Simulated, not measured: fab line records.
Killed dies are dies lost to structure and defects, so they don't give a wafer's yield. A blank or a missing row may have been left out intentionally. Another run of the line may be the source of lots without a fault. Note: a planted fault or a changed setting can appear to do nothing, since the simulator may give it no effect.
Comparing a struck lot with a sound one -- flow n5 finfet -- 15 out of 1938 route steps
Sound: these wafers, L853.2, L853.5, L853.6. Struck: wafers L864.1, L864.5. (L864.6 of the same lot was not struck and is left out.) The cause comes at the end.
For every step that has rows: the tool of each side, followed by ch and its chambers, followed by its first start. Under that, the readings that differ: sound wafers -- struck wafers -- difference of the means -- sigmas: that difference in standard deviations of wafers without a fault.
alike: readings with means less than 2 such deviations apart, plus words and numbers identical on both sides. not compared: withheld readings, readings lacking a value on some wafer, bounds such as >300 that could conceal the same value, and numbers that have no deviation in the record and whose values overlap.
Wherever a step has rows on one side only, a row that says differs or no value, or a row with sigmas, the two part there. Numbers that don't overlap but have no deviation are shown without sigmas and don't part them. Lack of a reading on every wafer of one side parts them only where that side has two or more wafers.

first, 2 steps without rows for these wafers: N5_STI_FIN_REVEAL_STRIP_35 (strips Si3N4 in H3PO4, target depth 4 nm, time 39 s); N5_STI_FIN_REVEAL_SRD_21 (time 30 s).
N5_STI_FIN_REVEAL_OXIDATION_33: chemistry O2 PLASMA REMOTE, time 20 s.
  sound on plasma asher-02 ch 0,1, day 4 07:04; struck on plasma asher-02 ch 0, day 7 09:20
  alike: chamber pressure mTorr, drypump motor current A, heater power w
  not compared: rf hours counter h
then, 2 steps without rows for these wafers: N5_STI_FIN_REVEAL_CLEAN_19 (cleans in O3/DIW, time 120 s); N5_STI_FIN_REVEAL_SRD_23 (time 30 s).
N5_STI_FIN_REVEAL_CD_MEAS_22: target cd 6.238 nm, pitch 28 nm.
  struck on cd sem-01, day 7 09:31; sound on cd sem-03, day 4 07:14
  alike: cd nm
N5_STI_FIN_REVEAL_FIN_H_MEAS_10:
  struck on ocd-02, day 7 09:32; sound on ocd-02, day 4 07:16
  alike: trench depth nm
then, 2 steps without rows for these wafers: N5_STI_FIN_REVEAL_PRECLEAN_18 (cleans in SC2, time 45 s); N5_STI_FIN_REVEAL_SRD_28 (time 30 s).
N5_STI_FIN_REVEAL_INSPECT_13: inspects for defects (darkfield).
  struck on defect inspect-02, day 7 09:38; sound on defect inspect-02, day 4 07:23
  alike: raw defect count
then, 2 steps without rows for these wafers: N5_DUMMY_GATE_PRECLEAN_00 (cleans in O3/DIW, time 60 s); N5_DUMMY_GATE_SRD_01 (time 30 s).
N5_DUMMY_GATE_ALD_02: deposits SiO2, target thk 2 nm, pulse time 1 s.
  sound on ald sin-04 ch 2,3, day 4 08:05; struck on ald sin-03 ch 2,3, day 7 09:44
reading,sound,struck,difference,sigmas
heater power w (W),428 433 416,492 582,+111,+2
model.SiO2_of_DUMMY_GATE_ALD_02.thk nm (nm),2 2 2,2.8 2.8,+0.8,
  alike: chamber pressure Torr, precursor pulse height rel, susceptor temp C
  not compared: since wet clean h
then, 1 step without rows for these wafers: N5_DUMMY_GATE_CVD_03 (deposits a-Si from SiH4, target thk 150 nm, time 8042 s).
-- here the record skips 11 days between the struck wafers' starts before and after, leaving off in module DUMMY_GATE and picking up in module PASSIVATION (first step shown: number 1936 of the route) --
N5_PASSIVATION_PROBE_49:
  struck on prober-01, day 17 23:42; sound on prober-01, day 16 17:28
reading,sound,struck,difference,sigmas
killed at other,15 14 8,3 7,-7,-2
  alike: killed_at_M0_to_M3, killed_at_M4_up, killed at contacts, killed at front end, killed dies, killed open, killed short

== WHERE THEY PART ==
First at N5_DUMMY_GATE_ALD_02; last, within this record, at N5_PASSIVATION_PROBE_49.

WHY: the cause the simulator had injected
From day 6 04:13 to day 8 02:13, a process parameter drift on ald sin-03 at N5_DUMMY_GATE_ALD_02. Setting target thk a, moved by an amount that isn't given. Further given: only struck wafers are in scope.
